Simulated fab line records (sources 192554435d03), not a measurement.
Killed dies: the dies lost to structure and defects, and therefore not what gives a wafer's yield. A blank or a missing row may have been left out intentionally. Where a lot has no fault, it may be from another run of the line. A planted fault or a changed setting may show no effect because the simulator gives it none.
Which of the tools did it? -- flow n5_finfet -- 72 wafers from 24 lots sampled at 4 of the route's 1938 steps

## WHAT EACH GAUGE READ, for each wafer
N5_SDB_OVL_MEAS_12. Usual: SDB_OVL 0.1 nm, standard deviation 1.
lot,measured,on,SDB_OVL (nm),flag
L074,day 3 18:42,overlay-02,0.2 0.8 -0.2,
L075,day 4 00:22,overlay-02,2.7 1.3 0.9,
L076,day 4 06:48,overlay-01,-1.7 -0.8 -0.6,
L077,day 4 11:46,overlay-01,-0.6 -0.6 -0.1,
L078,day 4 18:22,overlay-01,-0.1 -1.1 -0.8,
L079,day 5 01:16,overlay-01,1.3 1.1 0.2,
L080,day 5 07:30,overlay-02,-0.2 -0.2 -0.6,
L081,day 5 12:21,overlay-01,1.2 1.6 0.0,
L082,day 5 18:14,overlay-01,-0.2 -0.3 0.4,
L083,day 5 23:06,overlay-02,-2.1 -1.8 -1.9,
L084,day 6 11:25,overlay-01,0.1 -0.3 -0.4,
L085,day 6 14:22,overlay-02,0.4 0.0 0.7,
L086,day 6 21:46,overlay-01,-1.0 -1.6 -1.5,
L087,day 7 03:07,overlay-02,1.4 0.2 1.3,
L088,day 7 08:42,overlay-01,1.6 1.0 1.6,
L089,day 7 14:43,overlay-01,1.2 0.6 -0.2,
L090,day 7 21:14,overlay-01,1.1 0.9 -1.1,
L091,day 8 00:41,overlay-02,-0.5 -0.9 0.0,
L092,day 8 07:56,overlay-02,-0.1 -0.7 0.4,
L093,day 8 14:26,overlay-01,-0.3 1.0 0.1,
L094,day 8 21:14,overlay-01,-0.6 -1.9 -1.9,
L095,day 9 00:43,overlay-01,1.2 0.5 0.5,
L096,day 9 07:52,overlay-02,0.9 0.3 1.2,
L097,day 9 12:22,overlay-01,1.9 0.3 1.8,

## TOOL THAT RAN EACH LOT (tool first, then ch and the chambers of the sampled wafers, then the start)
lot,N5_SD_EPI_P_ETCH_47,N5_SD_ACTIVATION_RTA_00,N5_ILD0_CMP_12
L074,"rie_diel-01 ch 2,3, day 3 06:23","rtp_anneal-02 ch 0, day 3 10:30","cmp-01 ch 1,2,3, day 3 18:06"
L075,"rie_diel-04 ch 0,3, day 3 13:44","rtp_anneal-01 ch 0, day 3 16:58","cmp-02 ch 0,1,2, day 3 23:38"
L076,"rie_diel-05 ch 0,3, day 3 19:53","rtp_anneal-01 ch 0, day 3 23:18","cmp-02 ch 0,2,3, day 4 06:00"
L077,"rie_diel-04 ch 1,2,3, day 4 00:53","rtp_anneal-01 ch 0, day 4 04:10","cmp-02 ch 0,1,3, day 4 11:05"
L078,"rie_diel-04 ch 1,2, day 4 07:17","rtp_anneal-01 ch 0, day 4 10:47","cmp-04 ch 2,3, day 4 17:40"
L079,"rie_diel-01 ch 0,1,3, day 4 14:01","rtp_anneal-01 ch 0, day 4 17:32","cmp-04 ch 0,2,3, day 5 00:26"
L080,"rie_diel-04 ch 2,3, day 4 20:33","rtp_anneal-01 ch 0, day 4 23:49","cmp-02 ch 0,1,3, day 5 06:42"
L081,"rie_diel-04 ch 2,3, day 5 00:16","rtp_anneal-01 ch 0, day 5 04:33","cmp-02 ch 0,1,2, day 5 11:35"
L082,"rie_diel-05 ch 0,1,3, day 5 06:17","rtp_anneal-01 ch 0, day 5 10:22","cmp-01 ch 0,2,3, day 5 17:26"
L083,"rie_diel-01 ch 0,3, day 5 11:50","rtp_anneal-02 ch 0, day 5 15:20","cmp-04 ch 0,1,3, day 5 22:28"
L084,"rie_diel-01 ch 0,1,2, day 6 00:32","rtp_anneal-02 ch 0, day 6 03:47","cmp-01 ch 0,1,2, day 6 10:42"
L085,"rie_diel-04 ch 2,3, day 6 02:52","rtp_anneal-02 ch 0, day 6 06:22","cmp-04 ch 1,2, day 6 13:25"
L086,"rie_diel-04 ch 1,2,3, day 6 09:25","rtp_anneal-02 ch 0, day 6 12:42","cmp-01 ch 0,1,3, day 6 20:58"
L087,"rie_diel-01 ch 1,2,3, day 6 15:59","rtp_anneal-02 ch 0, day 6 19:36","cmp-02 ch 0,1,2, day 7 02:19"
L088,"rie_diel-05 ch 0,2, day 6 20:59","rtp_anneal-02 ch 0, day 7 00:37","cmp-02 ch 2,3, day 7 07:52"
L089,"rie_diel-05 ch 0,1,3, day 7 03:30","rtp_anneal-02 ch 0, day 7 06:47","cmp-04 ch 2,3, day 7 13:55"
L090,"rie_diel-01 ch 1,2,3, day 7 09:43","rtp_anneal-02 ch 0, day 7 13:41","cmp-02 ch 1,3, day 7 20:26"
L091,"rie_diel-05 ch 0,1,2, day 7 13:11","rtp_anneal-01 ch 0, day 7 16:52","cmp-04 ch 2,3, day 7 23:53"
L092,"rie_diel-05 ch 0,1, day 7 20:26","rtp_anneal-02 ch 0, day 8 00:32","cmp-04 ch 0,2,3, day 8 07:16"
L093,"rie_diel-01 ch 1,2, day 8 02:19","rtp_anneal-02 ch 0, day 8 06:23","cmp-04 ch 0,2,3, day 8 13:43"
L094,"rie_diel-04 ch 0,1,2, day 8 08:20","rtp_anneal-01 ch 0, day 8 12:28","cmp-02 ch 0,1,3, day 8 20:31"
L095,"rie_diel-05 ch 2,3, day 8 11:55","rtp_anneal-02 ch 0, day 8 16:03","cmp-02 ch 0,1, day 8 23:53"
L096,"rie_diel-04 ch 0,1,3, day 8 20:16","rtp_anneal-02 ch 0, day 9 00:21","cmp-01 ch 0,1, day 9 07:02"
L097,"rie_diel-01 ch 1,2,3, day 9 00:28","rtp_anneal-01 ch 0, day 9 05:01","cmp-02 ch 0,3, day 9 11:37"
- N5_SD_EPI_P_ETCH_47: etches SiOCN in CH3F/O2, target depth 25 nm.
- N5_SD_ACTIVATION_RTA_00: time 0 s.
- N5_ILD0_CMP_12: polishes SiNx, stops on poly-Si, t overpolish 6 s, target thk 17.67 nm.

## WHAT THE TOOLS THEMSELVES READ (means of the sampled wafers that have a number; where no wafer has one, the mark that the record gives instead)
N5_SD_EPI_P_ETCH_47. Usual: drypump_motor_current_A 5.7 A, standard deviation 0.4; oes_product_au 0.77 a.u., standard deviation 0.076; rf_vpp_V 127.4 V, standard deviation 2.8; showerhead_plenum_p_Torr 2.00 Torr, standard deviation 0.072; throttle_valve_pct 16.27 %, standard deviation 0.22.
lot,tool,drypump_motor_current_A (A),oes_product_au (a.u.),rf_vpp_V (V),showerhead_plenum_p_Torr (Torr),throttle_valve_pct (%),flag
L074,rie_diel-01,5.5,0.73,129.6,2.08,16.39,
L075,rie_diel-04,5.8,0.92,125.8,2.01,16.15,
L076,rie_diel-05,5.7,0.75,128.5,1.92,16.32,
L077,rie_diel-04,5.8,0.82,125.8,1.99,16.01,
L078,rie_diel-04,6.2,0.76,127.2,2.00,16.06,
L079,rie_diel-01,5.5,0.72,128.9,2.04,16.37,
L080,rie_diel-04,5.5,0.88,125.6,1.98,15.98,
L081,rie_diel-04,5.5,0.83,126.9,1.99,15.95,
L082,rie_diel-05,5.8,0.76,126.4,1.90,16.42,
L083,rie_diel-01,5.4,0.71,131.5,2.07,16.37,
L084,rie_diel-01,5.5,0.70,127.4,2.04,16.41,
L085,rie_diel-04,5.5,0.82,125.9,1.99,15.96,
L086,rie_diel-04,5.8,0.79,125.5,1.98,16.04,
L087,rie_diel-01,5.5,0.73,129.6,2.04,16.42,
L088,rie_diel-05,5.8,0.77,130.1,1.95,16.30,
L089,rie_diel-05,5.7,0.74,127.0,1.90,16.44,
L090,rie_diel-01,5.5,0.71,129.2,2.04,16.43,
L091,rie_diel-05,5.8,0.80,125.9,1.94,16.31,
L092,rie_diel-05,5.8,0.75,124.4,1.87,16.51,
L093,rie_diel-01,5.6,0.71,127.3,2.01,16.45,
L094,rie_diel-04,6.2,0.76,127.6,2.03,16.23,
L095,rie_diel-05,5.6,0.79,125.7,1.96,16.18,
L096,rie_diel-04,6.1,0.80,127.0,2.01,16.28,
L097,rie_diel-01,5.5,0.70,129.6,2.04,16.45,

N5_SD_ACTIVATION_RTA_00. Usual: lamp_power_pct 8.95 %, standard deviation 0.052; wafer_temp_C_max 975.2, standard deviation 1.9.
lot,tool,lamp_power_pct (%),wafer_temp_C_max,flag
L074,rtp_anneal-02,8.94,972.9,
L075,rtp_anneal-01,8.95,977.9,
L076,rtp_anneal-01,8.94,975.1,
L077,rtp_anneal-01,8.93,976.2,
L078,rtp_anneal-01,8.95,976.1,
L079,rtp_anneal-01,8.94,976.8,
L080,rtp_anneal-01,8.93,975.9,
L081,rtp_anneal-01,8.98,976.7,
L082,rtp_anneal-01,8.95,976.8,
L083,rtp_anneal-02,8.94,975.9,
L084,rtp_anneal-02,8.94,975.9,
L085,rtp_anneal-02,8.93,975.1,
L086,rtp_anneal-02,8.91,974.1,
L087,rtp_anneal-02,8.94,975.0,
L088,rtp_anneal-02,8.91,974.1,
L089,rtp_anneal-02,8.95,975.5,
L090,rtp_anneal-02,8.98,973.6,
L091,rtp_anneal-01,9.00,976.6,
L092,rtp_anneal-02,8.93,975.8,
L093,rtp_anneal-02,8.98,976.0,
L094,rtp_anneal-01,8.98,974.8,
L095,rtp_anneal-02,8.90,975.1,
L096,rtp_anneal-02,8.91,973.8,
L097,rtp_anneal-01,8.92,975.0,

N5_ILD0_CMP_12. Usual: motor_current_A 8.8 A, standard deviation 1.1; overpolish_run_s 6.001 s, standard deviation 0.0091; time_to_endpoint_s 27.7 s, standard deviation 2.7.
lot,tool,motor_current_A (A),overpolish_run_s (s),time_to_endpoint_s (s),flag
L074,cmp-01,9.1,5.998,31.7,
L075,cmp-02,8.8,6.012,28.9,
L076,cmp-02,8.5,6.001,29.1,
L077,cmp-02,8.2,6.013,28.3,
L078,cmp-04,9.1,6.004,28.5,
L079,cmp-04,8.9,6.001,28.0,
L080,cmp-02,7.7,5.989,25.3,
L081,cmp-02,8.6,6.001,26.5,
L082,cmp-01,8.5,5.992,31.3,
L083,cmp-04,8.7,5.995,26.2,
L084,cmp-01,8.8,6.000,30.0,
L085,cmp-04,10.0,5.998,28.0,
L086,cmp-01,8.3,6.000,28.2,
L087,cmp-02,8.4,5.997,26.0,
L088,cmp-02,8.5,6.013,28.9,
L089,cmp-04,10.4,6.004,26.4,
L090,cmp-02,7.8,6.005,27.3,
L091,cmp-04,10.0,5.996,27.9,
L092,cmp-04,8.6,6.001,28.6,
L093,cmp-04,8.9,6.005,24.6,
L094,cmp-02,8.1,6.003,28.1,
L095,cmp-02,8.3,5.996,25.2,
L096,cmp-01,8.4,6.001,30.0,
L097,cmp-02,7.9,5.992,28.6,

## THE ANSWER, worked out from the rows above alone
Rule: a lot counts as off when the mean over its wafers that have a number is more than 3 standard deviations away from the usual mean. A lot without any number at a reading at which 4 lots or more have one is off too. Any other lot the step has rows for is counted as sound. First the gauges in route order, then the tools' own readings, where a lot's mean is used as printed above. At the first step where some lot is off, the reading lying furthest off is the one used; lots without a number count as furthest.
No lot is off at any reading shown: from this, nothing can be told.

## WHAT HAD BEEN PUT IN BY THE SIMULATOR
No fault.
